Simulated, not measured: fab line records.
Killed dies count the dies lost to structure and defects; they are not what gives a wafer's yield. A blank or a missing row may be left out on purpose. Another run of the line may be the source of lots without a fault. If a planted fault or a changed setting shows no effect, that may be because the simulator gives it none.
Matching of chambers | flow nandHarc | NHARC_A_STAIRCASE_ETCHBACK_157 on rieDiel-08 has 4 sister chambers
The step etches the open film in CH3F/O2, target depth 90 nm, time 167.14 s. 24 wafers are shown with their chamber, then 12 later ones without.

EACH WAFER AND ITS CHAMBER
wafer  | chamber | showerheadPlenumPTorr (Torr) | rfVppV (V) | o2FlowSccm (sccm)
L077.3 | 2       | 2.30                         | 241.5      | 29.98
L077.4 | 0       | 2.37                         | 242.2      | 30.08
L077.5 | 1       | 2.58                         | 244.4      | 29.86
L080.1 | 3       | 2.41                         | 243.2      | 30.07
L080.4 | 1       | 2.57                         | 244.9      | 29.86
L080.6 | 3       | 2.41                         | 243.6      | 30.02
L082.1 | 2       | 2.30                         | 243.5      | 29.91
L082.3 | 3       | 2.41                         | 243.0      | 30.07
L082.5 | 2       | 2.30                         | 241.5      | 29.88
L084.1 | 3       | 2.40                         | 242.8      | 30.00
L084.4 | 2       | 2.30                         | 241.8      | 29.91
L084.5 | 3       | 2.40                         | 244.5      | 29.97
L085.1 | 3       | 2.40                         | 243.6      | 29.99
L085.5 | 2       | 2.30                         | 242.0      | 29.97
L085.6 | 1       | 2.57                         | 245.5      | 29.94
L086.1 | 2       | 2.29                         | 242.6      | 29.96
L086.2 | 0       | 2.36                         | 243.3      | 29.85
L086.4 | 3       | 2.40                         | 244.2      | 29.94
L088.2 | 0       | 2.36                         | 244.5      | 29.85
L088.4 | 3       | 2.40                         | 243.5      | 30.06
L088.6 | 2       | 2.29                         | 241.7      | 29.92
L090.2 | 1       | 2.56                         | 244.7      | 30.07
L090.4 | 0       | 2.36                         | 242.2      | 29.81
L090.6 | 1       | 2.56                         | 245.8      | 29.99

SIGNATURES (means of the wafers above)
reading               | chamber 0 | chamber 1 | chamber 2 | chamber 3 | scatter within a chamber
showerheadPlenumPTorr | 2.3625    | 2.5680    | 2.2971    | 2.4038    | 0.00585
rfVppV                | 243.050   | 245.060   | 242.086   | 243.550   | 0.723
o2FlowSccm            | 29.8975   | 29.9440   | 29.9329   | 30.0150   | 0.0716
Rule: a wafer lies at a distance from a chamber equal to the root of the sum of squares, over the readings, of (its reading less the chamber's mean, divided by the reading's scatter). If the next closest chamber is less than 2 further off than the closest, the wafer can't be placed; otherwise it belongs to the closest. How the scatter is found: for the shown wafers, subtract from each reading the mean of its chamber, square and add these, divide the total by (wafers less chambers), then take the root.

WAFERS WHOSE CHAMBER IS MISSING
wafer  | showerheadPlenumPTorr (Torr) | rfVppV (V) | o2FlowSccm (sccm)
L092.1 | 2.56                         | 244.7      | 30.02
L092.3 | 2.29                         | 243.4      | 30.03
L092.5 | 2.36                         | 241.7      | 30.02
L094.3 | 2.29                         | 241.3      | 30.08
L094.4 | 2.56                         | 246.0      | 29.88
L094.6 | 2.35                         | 243.1      | 30.20
L095.3 | 2.35                         | 242.0      | 30.01
L095.5 | 2.56                         | 245.2      | 30.04
L095.6 | 2.29                         | 241.7      | 30.11
L097.1 | 2.35                         | 243.1      | 29.93
L097.2 | 2.40                         | 243.6      | 29.91
L097.6 | 2.35                         | 241.4      | 29.93

WHICH CHAMBER EACH ONE RAN IN
wafer  | from the rows above | in truth
L092.1 | 1                   | 1
L092.3 | 2                   | 2
L092.5 | 0                   | 0
L094.3 | 2                   | 2
L094.4 | 1                   | 1
L094.6 | 0                   | 0
L095.3 | 0                   | 0
L095.5 | 1                   | 1
L095.6 | 2                   | 2
L097.1 | 0                   | 0
L097.2 | 3                   | 3
L097.6 | 0                   | 0
Placed correctly: 12 of 12. Not placeable from these rows: 0. 0 placed wrongly.
